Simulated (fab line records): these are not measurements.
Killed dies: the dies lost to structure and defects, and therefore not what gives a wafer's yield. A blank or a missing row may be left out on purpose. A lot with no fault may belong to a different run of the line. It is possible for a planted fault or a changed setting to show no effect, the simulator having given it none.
What tool caused it? :: flow n5 finfet :: Sampling: 24 lots, 72 wafers, 3 of 1938 route steps

WHAT EACH GAUGE READ, for each wafer
N5_BEOL_M15_THK_MEAS_01. Usual: M15_ILD_THK gives 1630 nm (standard deviation 18).
lot: L074
measured: day 11 03:00
on: film metro-02
M15_ILD_THK (nm): 1606 1631 1653
flag: 

lot: L076
measured: day 11 08:43
on: film metro-01
M15_ILD_THK (nm): 1612 1622 1646
flag: 

lot: L075
measured: day 11 16:46
on: film metro-02
M15_ILD_THK (nm): 1601 1616 1615
flag: 

lot: L077
measured: day 11 16:53
on: film metro-02
M15_ILD_THK (nm): 1616 1626 1636
flag: 

lot: L078
measured: day 12 09:29
on: film metro-02
M15_ILD_THK (nm): 1621 1616 1653
flag: 

lot: L079
measured: day 12 21:44
on: film metro-02
M15_ILD_THK (nm): 1602 1645 1628
flag: 

lot: L080
measured: day 12 23:59
on: film metro-02
M15_ILD_THK (nm): 1648 1641 1625
flag: 

lot: L081
measured: day 13 07:33
on: film metro-01
M15_ILD_THK (nm): 1640 1646 1640
flag: 

lot: L084
measured: day 13 14:23
on: film metro-01
M15_ILD_THK (nm): 1643 1607 1635
flag: 

lot: L082
measured: day 13 18:02
on: film metro-01
M15_ILD_THK (nm): 1607 1627 1650
flag: 

lot: L083
measured: day 13 18:20
on: film metro-01
M15_ILD_THK (nm): 1611 1633 1644
flag: 

lot: L085
measured: day 14 12:55
on: film metro-01
M15_ILD_THK (nm): 1636 1660 1617
flag: 

lot: L087
measured: day 14 16:41
on: film metro-01
M15_ILD_THK (nm): 1615 1621 1639
flag: 

lot: L089
measured: day 15 00:32
on: film metro-02
M15_ILD_THK (nm): 1626 1586 1634
flag: 

lot: L086
measured: day 15 06:03
on: film metro-01
M15_ILD_THK (nm): 1640 1617 1646
flag: 

lot: L088
measured: day 15 14:05
on: film metro-02
M15_ILD_THK (nm): 1630 1627 1656
flag: 

lot: L090
measured: day 15 19:31
on: film metro-02
M15_ILD_THK (nm): 1615 1641 1647
flag: 

lot: L092
measured: day 15 22:53
on: film metro-02
M15_ILD_THK (nm): 1624 1644 1643
flag: 

lot: L091
measured: day 16 01:31
on: film metro-02
M15_ILD_THK (nm): 1649 1633 1665
flag: 

lot: L093
measured: day 16 19:42
on: film metro-02
M15_ILD_THK (nm): 1662 1666 1662
flag: 

lot: L094
measured: day 17 00:58
on: film metro-01
M15_ILD_THK (nm): 1606 1640 1629
flag: 

lot: L097
measured: day 17 01:00
on: film metro-02
M15_ILD_THK (nm): 1621 1599 1621
flag: 

lot: L095
measured: day 17 04:23
on: film metro-02
M15_ILD_THK (nm): 1606 1643 1670
flag: 

lot: L096
measured: day 17 10:07
on: film metro-02
M15_ILD_THK (nm): 1621 1661 1647
flag: 

N5_BEOL_M15_CD_MEAS_10: the cd target is 360 nm. Usual: cd nm at 359.5 nm, with a standard deviation of 1.6.
lot: L074
measured: day 11 03:19
on: cd sem-03
cd nm (nm): 357.9 358.2 357.4
flag: 

lot: L076
measured: day 11 09:01
on: cd sem-02
cd nm (nm): 360.7 358.9 361.2
flag: 

lot: L075
measured: day 11 17:11
on: cd sem-01
cd nm (nm): 358.4 358.2 359.6
flag: 

lot: L077
measured: day 11 17:21
on: cd sem-02
cd nm (nm): 361.6 357.9 360.0
flag: 

lot: L078
measured: day 12 09:48
on: cd sem-03
cd nm (nm): 357.2 357.9 356.0
flag: 

lot: L079
measured: day 12 22:10
on: cd sem-01
cd nm (nm): 363.8 360.0 361.5
flag: 

lot: L080
measured: day 13 00:25
on: cd sem-03
cd nm (nm): 360.3 360.8 358.9
flag: 

lot: L081
measured: day 13 07:59
on: cd sem-02
cd nm (nm): 358.8 358.1 357.1
flag: 

lot: L084
measured: day 13 14:41
on: cd sem-03
cd nm (nm): 356.8 359.5 358.2
flag: 

lot: L082
measured: day 13 18:21
on: cd sem-01
cd nm (nm): 359.0 358.1 359.0
flag: 

lot: L083
measured: day 13 18:46
on: cd sem-03
cd nm (nm): 357.3 361.2 361.3
flag: 

lot: L085
measured: day 14 13:20
on: cd sem-03
cd nm (nm): 361.2 359.5 359.6
flag: 

lot: L087
measured: day 14 17:07
on: cd sem-01
cd nm (nm): 359.9 358.4 357.7
flag: 

lot: L089
measured: day 15 00:50
on: cd sem-01
cd nm (nm): 362.7 359.6 359.8
flag: 

lot: L086
measured: day 15 06:22
on: cd sem-01
cd nm (nm): 360.1 356.6 361.0
flag: 

lot: L088
measured: day 15 14:31
on: cd sem-02
cd nm (nm): 359.6 360.1 360.7
flag: 

lot: L090
measured: day 15 19:57
on: cd sem-03
cd nm (nm): 358.4 358.3 357.1
flag: 

lot: L092
measured: day 15 23:11
on: cd sem-02
cd nm (nm): 361.4 358.2 357.9
flag: 

lot: L091
measured: day 16 01:49
on: cd sem-01
cd nm (nm): 359.9 361.6 359.9
flag: 

lot: L093
measured: day 16 20:01
on: cd sem-03
cd nm (nm): 360.1 361.6 361.8
flag: 

lot: L094
measured: day 17 01:17
on: cd sem-02
cd nm (nm): 361.2 360.4 361.0
flag: 

lot: L097
measured: day 17 01:26
on: cd sem-02
cd nm (nm): 358.7 359.3 358.2
flag: 

lot: L095
measured: day 17 04:49
on: cd sem-01
cd nm (nm): 361.5 360.4 358.1
flag: 

lot: L096
measured: day 17 10:25
on: cd sem-02
cd nm (nm): 358.8 359.5 359.6
flag: 

N5_BEOL_M15_CD_MEAS_28: the cd target is 407.6 nm. Usual: cd nm at 407.7 nm, with a standard deviation of 1.4.
lot: L074
measured: day 11 04:46
on: cd sem-03
cd nm (nm): 407.3 407.3 406.2
flag: 

lot: L076
measured: day 11 10:38
on: cd sem-03
cd nm (nm): 407.3 404.5 407.6
flag: 

lot: L075
measured: day 11 18:47
on: cd sem-01
cd nm (nm): 406.1 406.5 406.4
flag: 

lot: L077
measured: day 11 19:11
on: cd sem-01
cd nm (nm): 408.1 407.3 408.0
flag: 

lot: L078
measured: day 12 11:29
on: cd sem-03
cd nm (nm): 404.6 405.4 404.6
flag: 

lot: L079
measured: day 12 23:53
on: cd sem-01
cd nm (nm): 408.4 408.7 408.6
flag: 

lot: L080
measured: day 13 01:53
on: cd sem-03
cd nm (nm): 409.1 408.7 408.6
flag: 

lot: L081
measured: day 13 09:34
on: cd sem-02
cd nm (nm): 406.8 405.9 407.2
flag: 

lot: L084
measured: day 13 16:20
on: cd sem-02
cd nm (nm): 406.7 407.3 406.3
flag: 

lot: L082
measured: day 13 20:04
on: cd sem-03
cd nm (nm): 408.7 409.5 410.1
flag: 

lot: L083
measured: day 13 20:32
on: cd sem-01
cd nm (nm): 408.2 407.1 407.0
flag: 

lot: L085
measured: day 14 15:03
on: cd sem-02
cd nm (nm): 409.2 410.1 409.6
flag: 

lot: L087
measured: day 14 18:50
on: cd sem-02
cd nm (nm): 407.5 407.7 406.4
flag: 

lot: L089
measured: day 15 02:18
on: cd sem-03
cd nm (nm): 406.7 406.6 406.4
flag: 

lot: L086
measured: day 15 08:20
on: cd sem-01
cd nm (nm): 406.4 407.3 406.3
flag: 

lot: L088
measured: day 15 16:06
on: cd sem-02
cd nm (nm): 409.9 410.1 408.7
flag: 

lot: L090
measured: day 15 21:25
on: cd sem-02
cd nm (nm): 408.5 408.3 407.2
flag: 

lot: L092
measured: day 16 00:46
on: cd sem-01
cd nm (nm): 406.7 407.3 408.3
flag: 

lot: L091
measured: day 16 03:23
on: cd sem-01
cd nm (nm): 405.7 405.0 405.4
flag: 

lot: L093
measured: day 16 21:31
on: cd sem-01
cd nm (nm): 410.7 409.1 410.5
flag: 

lot: L094
measured: day 17 03:05
on: cd sem-03
cd nm (nm): 405.5 407.4 407.6
flag: 

lot: L097
measured: day 17 03:23
on: cd sem-02
cd nm (nm): 409.1 408.3 409.2
flag: 

lot: L095
measured: day 17 06:25
on: cd sem-03
cd nm (nm): 408.6 408.3 409.6
flag: 

lot: L096
measured: day 17 12:18
on: cd sem-03
cd nm (nm): 407.4 406.8 408.2
flag: 

WHICH TOOL RAN EACH LOT (tool, then ch and the chambers of the sampled wafers, then the start)
There is no process step in the record ahead of these readings.

AS READ BY THE TOOLS THEMSELVES (means over the sampled wafers that have a number; for cases with no such wafer, the mark the record gives instead)
The record holds no such reading with a usual standard deviation.

THE ANSWER, worked out from the rows above alone
Rule: a lot counts as off when the mean over its wafers that have a number is more than 3 standard deviations away from the usual mean. Also off: a lot with no number at a reading for which 4 or more lots have one. Any other lot the step has rows for is counted as sound. The gauges are gone through in route order, then the tools' own readings, and for those a lot's mean is taken as printed above. The first step at which some lot is off is used, and at that step the reading that is off furthest; a lot without a number counts as furthest.
Across all readings shown, no lot is off: no conclusion can be drawn from this.

WHAT THE SIMULATOR PUT IN
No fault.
